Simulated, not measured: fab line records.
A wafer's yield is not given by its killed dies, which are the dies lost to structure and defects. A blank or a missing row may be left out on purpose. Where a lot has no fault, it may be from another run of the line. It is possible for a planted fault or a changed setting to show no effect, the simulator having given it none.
Chamber matching + flow nandHarc + NHARC_P_GATE_ETCH_104 on rieDiel-02: 3 sister chambers
The step etches the open film in CF4/CHF3, target depth 60 nm. 3 wafers are shown with their chamber, then 8 later ones without.

== WAFERS PAIRED WITH THEIR CHAMBERS ==
| wafer  | chamber | showerheadPlenumPTorr (Torr) |
|--------|---------|------------------------------|
| L413.4 | 2       | 1.53                         |
| L415.6 | 1       | 1.67                         |
| L417.1 | 3       | 1.53                         |

== WAFERS WITHOUT THEIR CHAMBER ==
| wafer  | showerheadPlenumPTorr (Torr) |
|--------|------------------------------|
| L417.4 | 1.53                         |
| L417.5 | 1.53                         |
| L424.1 | 1.53                         |
| L424.3 | 1.53                         |
| L424.6 | 1.66                         |
| L429.1 | 1.53                         |
| L429.2 | 1.66                         |
| L429.3 | 1.53                         |

== CHAMBER TAKEN BY EACH ==
| wafer  | from the rows above     | in truth |
|--------|-------------------------|----------|
| L417.4 | can't be placed: 2 or 3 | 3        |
| L417.5 | can't be placed: 2 or 3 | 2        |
| L424.1 | can't be placed: 2 or 3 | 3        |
| L424.3 | can't be placed: 2 or 3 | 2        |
| L424.6 | 1                       | 1        |
| L429.1 | can't be placed: 2 or 3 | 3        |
| L429.2 | 1                       | 1        |
| L429.3 | can't be placed: 2 or 3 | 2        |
2 of 8 placed correctly. From these rows, 6 cannot be placed; in 6 the true chamber is one of the candidates. Wrongly placed: 0.
How it was worked out, from the rows above alone: a wafer's distance from a chamber is the root of the sum, over the readings, of the square of ((its reading less the chamber's mean) divided by the reading's scatter). The wafer belongs to the nearest chamber; if the next one is less than 2 further off, it can't be placed. For every chamber, the mean is computed from those of its wafers that are shown. The scatter (one wafer shown for each chamber): square how far every hidden wafer sits from the nearest shown wafer, average those squares and take the square root.
